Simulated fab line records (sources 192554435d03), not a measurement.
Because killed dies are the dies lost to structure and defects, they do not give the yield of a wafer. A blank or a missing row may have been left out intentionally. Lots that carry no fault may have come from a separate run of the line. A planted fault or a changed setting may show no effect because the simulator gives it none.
Split-lot study -- flow n5Finfet -- 21 wafers read across 7 lots, on a route 1938 steps long

ON THE SPLIT
At N5_BEOL_M13_EXPOSE_07 (exposes mask V12), the setting doseMj was moved away from the recipe's 24.8 on 6 of the 21 wafers read, by +2.4% to +6.3%. The other wafers ran this setting at the recipe's value.

FROM THE SPLIT TO THE READING: what the file shows between them, 3 steps
- N5_BEOL_M13_PEB_08: peb time 90 s
- N5_BEOL_M13_DEVELOP_09: develop time 45 s
- N5_BEOL_M13_HARDBAKE_14: time 120 s

THE READING
At N5_BEOL_M13_CD_MEAS_10: cdNm in nanometres, against a target cd of 190 nm. Fault-free wafers of this fab line usually give 190.8 nm, standard deviation 1.5 nm.

wafer,"tool, chamber at the split",doseMj as run,against the recipe,"cdNm, nm",against lot-mates on the recipe
L075.1,"krfScanner-01, 0",24.8,recipe,188.9,-
L075.4,"krfScanner-01, 0",24.8,recipe,189.6,-
L075.5,"krfScanner-01, 0",24.8,recipe,188.3,-
L076.1,"krfScanner-02, 0",24.8,recipe,191.3,-
L076.2,"krfScanner-02, 0",25.39,+2.4%,195.7,+4.4
L076.5,"krfScanner-02, 0",25.39,+2.4%,195.0,+3.7
L081.1,"krfScanner-01, 0",26.18,+5.6%,198.7,+7.7
L081.2,"krfScanner-01, 0",24.8,recipe,192.0,-
L081.4,"krfScanner-01, 0",24.8,recipe,190.0,-
L086.2,"krfScanner-02, 0",26.36,+6.3%,199.3,+9.1
L086.3,"krfScanner-02, 0",26.36,+6.3%,197.8,+7.6
L086.4,"krfScanner-02, 0",24.8,recipe,190.2,-
L085.1,"krfScanner-01, 0",24.8,recipe,191.3,-
L085.4,"krfScanner-01, 0",24.8,recipe,189.6,-
L085.5,"krfScanner-01, 0",26.14,+5.4%,193.7,+3.2
L088.2,"krfScanner-01, 0",24.8,recipe,188.7,-
L088.4,"krfScanner-01, 0",24.8,recipe,191.3,-
L088.5,"krfScanner-01, 0",24.8,recipe,190.6,-
L095.4,"krfScanner-01, 0",24.8,recipe,189.3,-
L095.5,"krfScanner-01, 0",24.8,recipe,192.3,-
L095.6,"krfScanner-01, 0",24.8,recipe,191.5,-

FIT RESULTS
A straight line over all 21 wafers: cdNm changes by +1.25 nm for each +1% of doseMj; r = +0.89; the points scatter about the line by 1.5 nm.
The same after taking each lot's own level away (the mean of its wafers on the recipe; 21 wafers): +1.21 nm for each +1%; r = +0.92; scatter 1.2 nm.
The reading moves by 7.6 nm for the largest change in doseMj, on that fit.
Across the lots, their own levels run from 188.93 to 191.30 nm, a range of 1.6 times the standard deviation given above.
Hence the lot-to-lot level has little effect on the slope; both slopes agree.
Check: with one of the wafers moved furthest among these (+6.3%) left out of the fit, the line predicts +7.2 nm for it against its lot-mates. Against them it came out at +9.1 nm.

ADDITIONAL SPLITS CARRIED BY THESE WAFERS
Other splits were also applied to these wafers ahead of the reading. Each is held against what the fit with the lots' levels taken away leaves over:
other split on the same wafers,wafers away from the commonest value,r with cdNm (lot level and that fit taken away)
N5_BEOL_M11_TRENCH_ETCH_37 timeS,5,-0.05
N5_BEOL_M11_ALD_74 aldCycles,10,+0.35

FILE'S OWN FIT
cdNm changes by +1.16 nm for each +1% of doseMj, r = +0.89.
